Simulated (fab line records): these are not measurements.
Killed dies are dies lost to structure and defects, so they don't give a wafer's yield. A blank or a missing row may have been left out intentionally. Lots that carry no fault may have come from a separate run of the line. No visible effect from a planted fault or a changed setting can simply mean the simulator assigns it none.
Split-lot experiment || flow n5 finfet || 7 lots, 21 wafers read, on a route of 1938 steps

== THE SPLIT ITSELF ==
At N5_BEOL_M11_COAT_64 (time 60 s, resist thk 30 nm), the setting spin rpm was moved away from the recipe's 1500 rpm on 7 of the 21 wafers read, by -7.7% to +8.4%. All remaining wafers had this setting at the recipe value.

== FROM THE SPLIT TO THE READING: what the file shows between them, 5 steps ==
- N5_BEOL_M11_COAT_22: resist thk 90 nm (also split here: spin rpm)
- N5_BEOL_M11_EBR_24
- N5_BEOL_M11_SOFTBAKE_23: time 60 s
- N5_BEOL_M11_DESCUM_33: chemistry O2, time 7.9 s
- N5_BEOL_M11_ETCH_65: etches SiARC in CF4, target depth 39 nm, time 65 s

== THE READING ==
SiARC_of_BEOL_M11_COAT_64.thk nm (the simulator's own value, which no gauge read), in nm, at N5_BEOL_M11_ETCH_66 (etches SOC in N2/H2, target depth 120 nm, overetch 24 nm, time 180 s). No usual value for it is given in the file. The 14 wafers here that ran the recipe average 22.7 nm, standard deviation 0.15 nm.

{"wafer": "L080.2", "tool, chamber at the split": "litho track-01, 0", "spin rpm as run, rpm": 1560, "against the recipe": "+4.0%", "SiARC_of_BEOL_M11_COAT_64.thk nm, nm": 22.2, "against lot-mates on the recipe": -0.6}
{"wafer": "L080.3", "tool, chamber at the split": "litho track-01, 0", "spin rpm as run, rpm": 1500, "against the recipe": "recipe", "SiARC_of_BEOL_M11_COAT_64.thk nm, nm": 22.8, "against lot-mates on the recipe": "-"}
{"wafer": "L080.4", "tool, chamber at the split": "litho track-01, 0", "spin rpm as run, rpm": 1500, "against the recipe": "recipe", "SiARC_of_BEOL_M11_COAT_64.thk nm, nm": 22.8, "against lot-mates on the recipe": "-"}
{"wafer": "L081.1", "tool, chamber at the split": "litho track-05, 0", "spin rpm as run, rpm": 1500, "against the recipe": "recipe", "SiARC_of_BEOL_M11_COAT_64.thk nm, nm": 22.8, "against lot-mates on the recipe": "-"}
{"wafer": "L081.4", "tool, chamber at the split": "litho track-05, 0", "spin rpm as run, rpm": 1500, "against the recipe": "recipe", "SiARC_of_BEOL_M11_COAT_64.thk nm, nm": 22.8, "against lot-mates on the recipe": "-"}
{"wafer": "L081.5", "tool, chamber at the split": "litho track-05, 0", "spin rpm as run, rpm": 1500, "against the recipe": "recipe", "SiARC_of_BEOL_M11_COAT_64.thk nm, nm": 22.8, "against lot-mates on the recipe": "-"}
{"wafer": "L085.1", "tool, chamber at the split": "litho track-01, 0", "spin rpm as run, rpm": 1500, "against the recipe": "recipe", "SiARC_of_BEOL_M11_COAT_64.thk nm, nm": 22.4, "against lot-mates on the recipe": "-"}
{"wafer": "L085.2", "tool, chamber at the split": "litho track-01, 0", "spin rpm as run, rpm": 1500, "against the recipe": "recipe", "SiARC_of_BEOL_M11_COAT_64.thk nm, nm": 22.8, "against lot-mates on the recipe": "-"}
{"wafer": "L085.5", "tool, chamber at the split": "litho track-01, 0", "spin rpm as run, rpm": 1500, "against the recipe": "recipe", "SiARC_of_BEOL_M11_COAT_64.thk nm, nm": 22.8, "against lot-mates on the recipe": "-"}
{"wafer": "L086.2", "tool, chamber at the split": "litho track-02, 0", "spin rpm as run, rpm": 1626, "against the recipe": "+8.4%", "SiARC_of_BEOL_M11_COAT_64.thk nm, nm": 21.4, "against lot-mates on the recipe": -1.4}
{"wafer": "L086.4", "tool, chamber at the split": "litho track-02, 0", "spin rpm as run, rpm": 1626, "against the recipe": "+8.4%", "SiARC_of_BEOL_M11_COAT_64.thk nm, nm": 21.4, "against lot-mates on the recipe": -1.4}
{"wafer": "L086.6", "tool, chamber at the split": "litho track-02, 0", "spin rpm as run, rpm": 1500, "against the recipe": "recipe", "SiARC_of_BEOL_M11_COAT_64.thk nm, nm": 22.8, "against lot-mates on the recipe": "-"}
{"wafer": "L088.3", "tool, chamber at the split": "litho track-02, 0", "spin rpm as run, rpm": 1600, "against the recipe": "+6.7%", "SiARC_of_BEOL_M11_COAT_64.thk nm, nm": 21.6, "against lot-mates on the recipe": -1.0}
{"wafer": "L088.4", "tool, chamber at the split": "litho track-02, 0", "spin rpm as run, rpm": 1600, "against the recipe": "+6.7%", "SiARC_of_BEOL_M11_COAT_64.thk nm, nm": 21.6, "against lot-mates on the recipe": -1.0}
{"wafer": "L088.5", "tool, chamber at the split": "litho track-02, 0", "spin rpm as run, rpm": 1500, "against the recipe": "recipe", "SiARC_of_BEOL_M11_COAT_64.thk nm, nm": 22.6, "against lot-mates on the recipe": "-"}
{"wafer": "L089.3", "tool, chamber at the split": "litho track-05, 0", "spin rpm as run, rpm": 1500, "against the recipe": "recipe", "SiARC_of_BEOL_M11_COAT_64.thk nm, nm": 22.6, "against lot-mates on the recipe": "-"}
{"wafer": "L089.4", "tool, chamber at the split": "litho track-05, 0", "spin rpm as run, rpm": 1500, "against the recipe": "recipe", "SiARC_of_BEOL_M11_COAT_64.thk nm, nm": 22.4, "against lot-mates on the recipe": "-"}
{"wafer": "L089.6", "tool, chamber at the split": "litho track-05, 0", "spin rpm as run, rpm": 1500, "against the recipe": "recipe", "SiARC_of_BEOL_M11_COAT_64.thk nm, nm": 22.8, "against lot-mates on the recipe": "-"}
{"wafer": "L097.1", "tool, chamber at the split": "litho track-02, 0", "spin rpm as run, rpm": 1500, "against the recipe": "recipe", "SiARC_of_BEOL_M11_COAT_64.thk nm, nm": 22.8, "against lot-mates on the recipe": "-"}
{"wafer": "L097.3", "tool, chamber at the split": "litho track-02, 0", "spin rpm as run, rpm": 1385, "against the recipe": "-7.7%", "SiARC_of_BEOL_M11_COAT_64.thk nm, nm": 24, "against lot-mates on the recipe": "+1.2"}
{"wafer": "L097.6", "tool, chamber at the split": "litho track-02, 0", "spin rpm as run, rpm": 1385, "against the recipe": "-7.7%", "SiARC_of_BEOL_M11_COAT_64.thk nm, nm": 24, "against lot-mates on the recipe": "+1.2"}

THE FIT
A straight line over all 21 wafers: SiARC_of_BEOL_M11_COAT_64.thk nm changes by -0.162 nm for each +1% of spin rpm; r = -0.98; the points scatter about the line by 0.13 nm.
The same after taking each lot's own level away (the mean of its wafers on the recipe; 21 wafers): -0.159 nm for each +1%; r = -0.99; scatter 0.1 nm.
That fit puts the effect of the largest move of spin rpm on the reading at 1.3 nm.
Measured against the standard deviation above, the lots' own levels, which go from 22.60 to 22.80 nm, span 1.4 times it.
The two slopes agree, so the slope changes little with the lot-to-lot level.
Check: with one of the wafers moved furthest among these (+8.4%) left out of the fit, the line predicts -1.31 nm for it against its lot-mates. It came out at -1.4 nm against them.

== OTHER SPLITS APPLIED TO THESE WAFERS ==
Before the reading, these wafers also passed through other splits. Each is held against what the fit with the lots' levels taken away leaves over:
{"other split on the same wafers": "N5_BEOL_M11_ILD_DEP_00 time s", "wafers away from the commonest value": 10, "r with SiARC_of_BEOL_M11_COAT_64.thk nm (lot level and that fit taken away)": "+0.13"}
{"other split on the same wafers": "N5_BEOL_M11_COAT_22 spin rpm", "wafers away from the commonest value": 7, "r with SiARC_of_BEOL_M11_COAT_64.thk nm (lot level and that fit taken away)": -0.27}

== THE WHOLE CHAIN: every reading that the file lists as answering this split, in the file's order ==
{"step": "N5_BEOL_M11_COAT_64", "what it does": "time 60 s, resist thk 30 nm", "reading": "SiARC_of_BEOL_M11_COAT_64.thk nm (the simulator's own value, which no gauge read)", "change (the file's fit)": "-0.142 nm for each +1% of the setting", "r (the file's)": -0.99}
{"step": "N5_BEOL_M11_ETCH_65", "what it does": "etches SiARC in CF4, target depth 39 nm, time 65 s", "reading": "etch rf on time s", "change (the file's fit)": "withheld for each +1% of the setting", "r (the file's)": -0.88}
{"step": "N5_BEOL_M11_ETCH_65", "what it does": "etches SiARC in CF4, target depth 39 nm, time 65 s", "reading": "etch.depth nm (the simulator's own value, which no gauge read)", "change (the file's fit)": "-0.147 nm for each +1% of the setting", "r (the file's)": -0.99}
{"step": "N5_BEOL_M11_ETCH_66", "what it does": "etches SOC in N2/H2, target depth 120 nm, overetch 24 nm, time 180 s", "reading": "SiARC_of_BEOL_M11_COAT_64.thk nm (the simulator's own value, which no gauge read)", "change (the file's fit)": "-0.158 nm for each +1% of the setting", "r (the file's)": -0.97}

== THE FILE'S OWN FIT ==
SiARC_of_BEOL_M11_COAT_64.thk nm changes by -0.158 nm for each +1% of spin rpm, r = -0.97.
